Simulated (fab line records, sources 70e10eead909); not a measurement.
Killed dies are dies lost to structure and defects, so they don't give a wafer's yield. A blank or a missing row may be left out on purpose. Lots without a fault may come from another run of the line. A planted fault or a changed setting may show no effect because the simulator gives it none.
Which tool did it? | flow nand_harc | 7 lots, 21 wafers sampled, at 2 steps of a route of 1302

WHAT THE GAUGES READ, wafer by wafer
NHARC_A_M0_CD_MEAS_09: target cd 80 nm.
lot  | measured     | on        | cd_nm (nm)
L301 | day 23 01:20 | cd_sem-03 | 80.4 80.0 80.1
L305 | day 24 07:50 | cd_sem-02 | 80.7 81.1 80.8
L313 | day 28 03:48 | cd_sem-03 | 89.3 89.2 89.6 89.2 89.5 89.2
L314 | day 28 17:07 | cd_sem-02 | 79.2 79.8 80.6
L317 | day 30 05:07 | cd_sem-03 | 80.1 80.0 79.6
L318 | day 30 08:43 | cd_sem-01 | 80.7 80.3 79.5
L322 | day 33 07:50 | cd_sem-03 | 80.1 80.0 79.6

WHICH TOOL RAN EACH LOT (tool, then ch and the chambers of the sampled wafers, then the start)
lot  | NHARC_A_M0_PEB_07
L301 | litho_track-01 ch 0, day 23 01:16
L305 | litho_track-06 ch 0, day 24 07:45
L313 | litho_track-06 ch 0, day 28 03:43
L314 | litho_track-01 ch 0, day 28 17:02
L317 | litho_track-01 ch 0, day 30 05:02
L318 | litho_track-01 ch 0, day 30 08:38
L322 | litho_track-06 ch 0, day 33 07:46
- NHARC_A_M0_PEB_07: peb time 65 s.

THE ANSWER, worked out from the rows above alone
Rule: what is usual is taken from the lots themselves. Put in order of their means at a reading, lots are off if they are a third of the lots or fewer, leave a main group of 4 or more, and stand apart from it by a gap of 3 or more times the standard deviation of the main group's means; of several such gaps the widest counts. A main group whose means are all the same, to the digits that the tables above print for the reading, isn't used. A lot without any number at a reading at which 4 lots or more have one is off too. The other lots that the step has rows for count as sound.
Off: L313, at NHARC_A_M0_CD_MEAS_09 (cd_nm). The main group: mean 80.1 nm, standard deviation 0.35.
A tool fits if, at a process step before that reading, it ran every lot that is off, and no sound lot after the first of them. The gauges at NHARC_A_M0_CD_MEAS_09 are tried like those tools. None of those tried fits.

WHAT THE SIMULATOR HAD PUT IN
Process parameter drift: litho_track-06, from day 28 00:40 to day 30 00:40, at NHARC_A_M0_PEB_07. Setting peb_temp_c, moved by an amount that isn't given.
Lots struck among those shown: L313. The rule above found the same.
